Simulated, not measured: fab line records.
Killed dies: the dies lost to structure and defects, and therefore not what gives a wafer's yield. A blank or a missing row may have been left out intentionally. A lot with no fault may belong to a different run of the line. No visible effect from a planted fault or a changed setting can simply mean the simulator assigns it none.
Split-lot trial -- flow n5 finfet -- route with 1938 steps; 7 lots, 21 wafers read

THE SPLIT
At N5_SD_EPI_P_EPI_21 (deposits SiGe:B, time 355 s), the setting epi growth time s was moved away from the recipe's 355 s on 6 of the 21 wafers read, by -10.0% to +9.2%. All remaining wafers had this setting at the recipe value.

FROM THE SPLIT TO THE READING: what the file shows between them, 3 steps
- N5_SD_EPI_P_HM_STRIP_48: strips SiNx in H3PO4, material SiNx, target depth 3 nm
- N5_SD_ACTIVATION_RTA_00: time 0 s
- N5_SD_ACTIVATION_LSA_01: time 0.0008 s

THE READING
RS_SD_P in ohm/sq, measured at N5_SD_ACTIVATION_RS_MEAS_03 by four-point-probe. Fault-free wafers of this fab line usually give 56.0 ohm/sq, standard deviation 1 ohm/sq.

wafer,"tool, chamber at the split","epi growth time s as run, s",against the recipe,"RS_SD_P, ohm/sq",against lot-mates on the recipe
L075.1,"epi rpcvd-02, 0",319.6,-10.0%,61.5,+4.6
L075.3,"epi rpcvd-02, 0",355,recipe,56.7,-
L075.4,"epi rpcvd-02, 0",355,recipe,57.1,-
L077.2,"epi rpcvd-04, 0",355,recipe,57.1,-
L077.3,"epi rpcvd-04, 0",355,recipe,56.9,-
L077.4,"epi rpcvd-04, 0",355,recipe,56.3,-
L078.2,"epi rpcvd-01, 0",355,recipe,56.9,-
L078.4,"epi rpcvd-01, 0",355,recipe,56.9,-
L078.5,"epi rpcvd-01, 0",380.3,+7.1%,54.6,-2.3
L079.3,"epi rpcvd-02, 0",355,recipe,55.1,-
L079.4,"epi rpcvd-02, 0",355,recipe,54.4,-
L079.6,"epi rpcvd-02, 0",382.6,+7.8%,50.8,-4.0
L081.3,"epi rpcvd-02, 0",355,recipe,54.9,-
L081.4,"epi rpcvd-02, 0",387.8,+9.2%,52.2,-2.7
L081.6,"epi rpcvd-02, 0",387.8,+9.2%,52.2,-2.7
L082.2,"epi rpcvd-04, 0",355,recipe,56.7,-
L082.4,"epi rpcvd-04, 0",355,recipe,57.0,-
L082.5,"epi rpcvd-04, 0",355,recipe,56.3,-
L088.3,"epi rpcvd-01, 0",355,recipe,56.9,-
L088.5,"epi rpcvd-01, 0",355,recipe,56.8,-
L088.6,"epi rpcvd-01, 0",341,-3.9%,59.2,+2.4

FIT RESULTS
A straight line over all 21 wafers: RS_SD_P changes by -0.498 ohm/sq for each +1% of epi growth time s; r = -0.92; the points scatter about the line by 0.96 ohm/sq.
The same after taking each lot's own level away (the mean of its wafers on the recipe; 21 wafers): -0.39 ohm/sq for each +1%; r = -0.96; scatter 0.48 ohm/sq.
According to that fit, moving epi growth time s by its largest amount changes the reading by 3.9 ohm/sq.
The span of the lots' own levels, 54.75 to 56.90 ohm/sq, comes to 2.2 times the standard deviation stated above.
In other words, the slope is changed by the lot-to-lot level; the two fits disagree.
Check: for one of the wafers moved furthest among these (-10.0%), held out of the fit, the line's prediction against its lot-mates is +3.7 ohm/sq. Against them it came out at +4.6 ohm/sq.

THESE WAFERS: OTHER SPLITS
Note: prior to the reading, these wafers also went through further splits. Each is held against what the fit with the lots' levels taken away leaves over:
other split on the same wafers,wafers away from the commonest value,r with RS_SD_P (lot level and that fit taken away)
N5_WELL_APT_EXPOSE_05 dose mj,10,+0.11
N5_FIN_SAQP_SPACER1_ALD_24 ald cycles,7,+0.28
N5_DUMMY_GATE_COAT_28 spin rpm,9,-0.31
N5_DUMMY_GATE_EXPOSE_12 dose mj,4,-0.15

THE WHOLE CHAIN: every reading that the file lists as answering this split, in the file's order
step,what it does,reading,change (the file's fit),r (the file's)
N5_SD_EPI_P_EPI_21,"deposits SiGe:B, time 355 s","SiGe-B_of_SD_EPI_P_EPI_21.thk nm (the simulator's own value, which no gauge read)",+0.435 nm for each +1% of the setting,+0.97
N5_SD_ACTIVATION_RS_MEAS_03,measures by four-point-probe,RS_SD_P,-0.409 for each +1% of the setting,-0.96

THE FILE'S OWN FIT
RS_SD_P changes by -0.409 ohm/sq for each +1% of epi growth time s, r = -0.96.
